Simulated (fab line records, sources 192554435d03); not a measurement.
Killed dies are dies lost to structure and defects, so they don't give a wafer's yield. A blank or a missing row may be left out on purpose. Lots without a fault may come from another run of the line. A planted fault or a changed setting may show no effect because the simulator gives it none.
Chamber matching | flow n5_finfet | N5_BEOL_M10_DESCUM_33 on rie_diel-04: 4 sister chambers
The step chemistry O2, time 7.9 s. 20 wafers are shown with their chamber, then 10 later ones without.

WAFERS WITH THEIR CHAMBER
wafer  | chamber | drypump_motor_current_A (A) | showerhead_plenum_p_Torr (Torr) | throttle_valve_pct (%)
L075.2 | 2       | 5.4                         | 2.15                            | 20.98
L075.3 | 1       | 5.3                         | 2.09                            | 20.13
L075.4 | 0       | 6.4                         | 2.21                            | 20.33
L078.1 | 3       | 6.5                         | 2.17                            | 20.30
L078.3 | 2       | 5.4                         | 2.15                            | 21.01
L078.5 | 2       | 5.4                         | 2.15                            | 21.01
L082.1 | 0       | 6.4                         | 2.21                            | 20.35
L082.3 | 1       | 5.3                         | 2.09                            | 20.17
L082.4 | 2       | 5.4                         | 2.15                            | 21.03
L080.3 | 2       | 5.4                         | 2.15                            | 21.03
L080.5 | 2       | 5.5                         | 2.15                            | 21.00
L080.6 | 3       | 6.5                         | 2.16                            | 20.30
L083.1 | 2       | 5.4                         | 2.15                            | 21.02
L083.4 | 0       | 6.4                         | 2.21                            | 20.35
L083.6 | 3       | 6.5                         | 2.16                            | 20.30
L085.2 | 3       | 6.4                         | 2.16                            | 20.31
L085.3 | 1       | 5.3                         | 2.08                            | 20.19
L085.6 | 1       | 5.3                         | 2.08                            | 20.18
L088.2 | 1       | 5.3                         | 2.08                            | 20.17
L088.4 | 2       | 5.4                         | 2.14                            | 20.63

SIGNATURES (means of the wafers above)
reading                  | chamber 0 | chamber 1 | chamber 2 | chamber 3 | scatter within a chamber
drypump_motor_current_A  | 6.400     | 5.300     | 5.413     | 6.475     | 0.0319
showerhead_plenum_p_Torr | 2.2100    | 2.0840    | 2.1487    | 2.1625    | 0.0042
throttle_valve_pct       | 20.3433   | 20.1680   | 20.9638   | 20.3025   | 0.0907
Rule: a wafer's distance from a chamber is the root of the sum, over the readings, of the square of ((its reading less the chamber's mean) divided by the reading's scatter). The wafer belongs to the nearest chamber; if the next one is less than 2 further off, it can't be placed. The scatter: the root of (the sum of the squares of (reading less its chamber's mean) over the shown wafers, divided by (wafers less chambers)).

WAFERS WITHOUT THEIR CHAMBER
wafer  | drypump_motor_current_A (A) | showerhead_plenum_p_Torr (Torr) | throttle_valve_pct (%)
L088.5 | 5.3                         | 2.08                            | 20.19
L092.1 | 5.4                         | 2.14                            | 20.65
L092.2 | 6.5                         | 2.16                            | 20.33
L092.5 | 5.3                         | 2.08                            | 20.22
L096.1 | 5.5                         | 2.14                            | 20.66
L096.2 | 5.3                         | 2.08                            | 20.21
L096.3 | 6.4                         | 2.20                            | 20.39
L095.1 | 6.4                         | 2.20                            | 20.40
L095.2 | 5.3                         | 2.07                            | 20.21
L095.4 | 5.5                         | 2.14                            | 20.67

WHICH CHAMBER EACH WENT THROUGH
wafer  | from the rows above | in truth
L088.5 | 1                   | 1
L092.1 | 2                   | 2
L092.2 | 3                   | 3
L092.5 | 1                   | 1
L096.1 | 2                   | 2
L096.2 | 1                   | 1
L096.3 | 0                   | 0
L095.1 | 0                   | 0
L095.2 | 1                   | 1
L095.4 | 2                   | 2
Placed correctly: 10 of 10. Can't be placed from these rows: 0. Placed wrongly: 0.
